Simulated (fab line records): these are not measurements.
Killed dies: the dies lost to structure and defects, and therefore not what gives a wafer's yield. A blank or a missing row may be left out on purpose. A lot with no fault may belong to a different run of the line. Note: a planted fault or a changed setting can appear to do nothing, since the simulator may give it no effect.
Matching of chambers | flow nand_harc | NHARC_A_M1_ETCH_35 on rie_diel-12 has 4 sister chambers
The step etches the open film in N2/H2, target depth 40 nm, overetch 12 nm, time 43.94 s. 14 wafers are shown with their chamber, then 7 later ones without.

WAFERS WITH THEIR CHAMBER
wafer  | chamber | drypump_motor_current_A (A) | rf_vpp_V (V) | oes_product_au (a.u.)
L080.2 | 2       | 5.6                         | 428.2        | 1.009
L080.3 | 1       | 6.0                         | 434.7        | 1.031
L080.5 | 0       | 5.0                         | 429.9        | 1.012
L081.1 | 0       | 5.0                         | 430.6        | 1.014
L081.3 | 2       | 5.6                         | 427.1        | 1.000
L081.5 | 1       | 6.1                         | 435.2        | 1.019
L082.1 | 3       | 5.6                         | 432.4        | 1.017
L082.3 | 0       | 5.0                         | 433.1        | 1.021
L082.5 | 1       | 6.1                         | 433.7        | 1.013
L084.3 | 2       | 5.6                         | 427.5        | 0.998
L084.4 | 0       | 5.0                         | 431.8        | 1.024
L084.6 | 3       | 5.6                         | 433.1        | 1.018
L087.2 | 0       | 5.0                         | 430.8        | 1.021
L087.3 | 2       | 5.6                         | 428.8        | 0.990

SIGNATURES, as means of the wafers listed above
reading                 | chamber 0 | chamber 1 | chamber 2 | chamber 3 | scatter within a chamber
drypump_motor_current_A | 5.000     | 6.067     | 5.600     | 5.600     | 0.0258
rf_vpp_V                | 431.240   | 434.533   | 427.900   | 432.750   | 0.964
oes_product_au          | 1.01840   | 1.02100   | 0.99925   | 1.01750   | 0.00676
Rule: distance of a wafer from a chamber = root of the sum over the readings of ((wafer's reading minus chamber's mean) / reading's scatter) squared. The wafer belongs to the nearest chamber; if the next one is less than 2 further off, it can't be placed. The scatter: take each reading less its chamber's mean, square it, sum over the shown wafers, divide by the number of wafers less the number of chambers, and take the root.

WAFERS WITHOUT THEIR CHAMBER
wafer  | drypump_motor_current_A (A) | rf_vpp_V (V) | oes_product_au (a.u.)
L087.5 | 5.6                         | 434.1        | 1.020
L094.1 | 6.1                         | 434.1        | 1.014
L094.2 | 5.7                         | 428.4        | 1.011
L094.4 | 5.0                         | 431.0        | 1.013
L093.1 | 5.0                         | 430.5        | 1.012
L093.5 | 5.6                         | 427.9        | 1.002
L093.6 | 6.0                         | 436.0        | 1.008

CHAMBER TAKEN BY EACH
wafer  | from the rows above     | in truth
L087.5 | 3                       | 3
L094.1 | 1                       | 1
L094.2 | can't be placed: 2 or 3 | 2
L094.4 | 0                       | 0
L093.1 | 0                       | 0
L093.5 | 2                       | 2
L093.6 | 1                       | 1
Correctly placed: 6 of 7. Not placeable from these rows: 1 (in 1, the candidates include the true chamber). Placed wrongly: 0.
